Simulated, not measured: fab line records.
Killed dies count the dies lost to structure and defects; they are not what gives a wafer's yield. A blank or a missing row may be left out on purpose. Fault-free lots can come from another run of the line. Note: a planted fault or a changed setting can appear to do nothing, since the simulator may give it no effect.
Struck lot and sound lot, side by side ; flow nand harc ; 21 out of 1302 route steps
Sound: wafers L162.3, L162.4, L162.5. Struck: wafers L171.1, L171.4, L171.5. The cause is named last.
For every step that has rows: the tool of each side, followed by ch and its chambers, followed by its first start. Under that, the readings that differ: sound wafers ; struck wafers ; difference of the means ; sigmas: that difference in standard deviations of wafers without a fault.
alike: words and numbers the same on both sides, and readings whose means are apart by under 2 such deviations; not compared: readings that were withheld, readings missing a value for some wafer, numbers with overlapping values and no deviation given by the record, and bounds like >300 which may hide the same value.
Wherever a step has rows on one side only, a row that says differs or no value, or a row with sigmas, the two part there. When numbers do not overlap yet have no deviation, they are printed without sigmas and do not part them. Lack of a reading on every wafer of one side parts them only where that side has two or more wafers.

NHARC_P_M2_CD_MEAS_09: the cd target is 170 nm.
  sound on cd sem-03 ch 0, day 7 19:19; struck on cd sem-02 ch 0, day 11 00:20
  alike: cd nm
NHARC_P_M2_OVL_MEAS_10: pitch 340 nm.
  sound: overlay-02 at day 7 19:25; struck: overlay-02 at day 11 00:25
  alike: overlay x nm, overlay y nm
NHARC_P_M2_INSPECT_11:
  sound: defect inspect-01 at day 7 19:27; struck: defect inspect-01 at day 11 00:28
  alike: raw defect count
NHARC_P_M2_DESCUM_14: chemistry O2, time 3 s.
  sound on rie diel-11 ch 2,3, day 7 19:31; struck on rie diel-01 ch 1,3, day 11 00:32
  alike: drypump motor current A, oes product au, rf vpp V, showerhead plenum p Torr, throttle valve pct
  not compared: rf hours counter h
NHARC_P_M2_ETCH_35: etches the open film in N2/H2, target depth 40 nm, overetch 12 nm, time 43.94 s.
  sound on rie diel-11 ch 1,2,3, day 7 19:36; struck on rie diel-01 ch 0,3, day 11 00:36
  alike: drypump motor current A, oes product au, rf fwd power W, rf vpp V, showerhead plenum p Torr, throttle valve pct
  not compared: rf hours counter h
NHARC_P_M2_ETCH_15: etches the open film in C4F8/Ar, target depth 182.5 nm, time 91.2 s.
  sound: rie diel-11 ch 0,1,2; struck: rie diel-01 ch 0,2,3
  alike: oes product au, rf fwd power W, rf vpp V
  not compared: rf hours counter h
NHARC_P_M2_CD_MEAS_16:
  sound: cd sem-01 at day 7 19:49; struck: cd sem-01 at day 11 00:49
  alike: cd nm
then, 3 steps without rows for these wafers: NHARC_P_M2_STRIP_18 (strips in N2/H2); NHARC_P_M2_ETCH_28 (etches the open film in CF4/N2, target depth 30 nm, time 72.99 s); NHARC_P_M2_STRIP_19 (strips in post etch residue remover, time 600 s).
NHARC_P_M2_DEGAS_29: time 60 s.
  sound: pvd sputter-01 at day 7 20:32; struck: pvd sputter-01 at day 11 01:33
  alike: heater power w
then, 1 step without rows for these wafers: NHARC_P_M2_PRE_CLEAN_30 (time 30 s).
NHARC_P_M2_PVD_20: deposits TaN, target thk 5 nm, time 8.06 s.
  sound: pvd sputter-01 at day 7 20:38; struck: pvd sputter-01 at day 11 01:39
  alike: throttle valve pct
then, 4 steps without rows for these wafers: NHARC_P_M2_PVD_21 (deposits Cu, target thk 30 nm, time 20.49 s); NHARC_P_M2_ECD_22 (material Cu, target thk 400 nm); NHARC_P_M2_ANNEAL_31 (time 90 s); NHARC_P_M2_CMP_23 (polishes, t overpolish 20 s, target thk 144.3 nm).
NHARC_P_M2_THK_MEAS_24: measures by xrf.
  sound: film metro-02 at day 7 21:55; struck: film metro-01 at day 11 02:58
  alike: thk nm
next, for these wafers, 1 step has no rows: NHARC_P_M2_SRD_25.
NHARC_P_M2_PRE_CLEAN_32: time 12 s.
  sound on pecvd-03 ch 0,1, day 7 22:08; struck on pecvd-03 ch 0,2, day 11 05:55
reading;sound;struck;difference;sigmas
hold;- - -;await dispo/2.5h/release await dispo/2.5h/release await dispo/2.5h/release;no value on the sound wafers;
  alike: heater power w, rf fwd power W
  not compared: since wet clean h
-- the record jumps here: 19 days lie between the struck wafers' starts before and after (it left off in module P_M2 and takes up again in module END, whose first step shown is number 1302 of the route) --
NHARC_END_SORT_01:
  sound on prober-02 ch 0, day 26 05:22; struck on prober-02 ch 0, day 29 18:42
reading;sound;struck;difference;sigmas
killed at array;72 74 63;12 45 19;-44;-2
killed at periphery;1 3 1;68 74 72;+70;+24
sort_bin_3_pct (%);0.9 0.7 0.6;4.7 4.9 4.7;+4.0;+11
  alike: defect limited yield, killed at other, killed dies, killed open, killed short, sort_bin_2_pct, sort_bin_4_pct, sort n pass, sort rim yield pct, sort yield pct

WHERE THEY PART
At NHARC_P_M2_PRE_CLEAN_32 first; at NHARC_END_SORT_01 last (within this record only).

WHY: the cause the simulator had injected
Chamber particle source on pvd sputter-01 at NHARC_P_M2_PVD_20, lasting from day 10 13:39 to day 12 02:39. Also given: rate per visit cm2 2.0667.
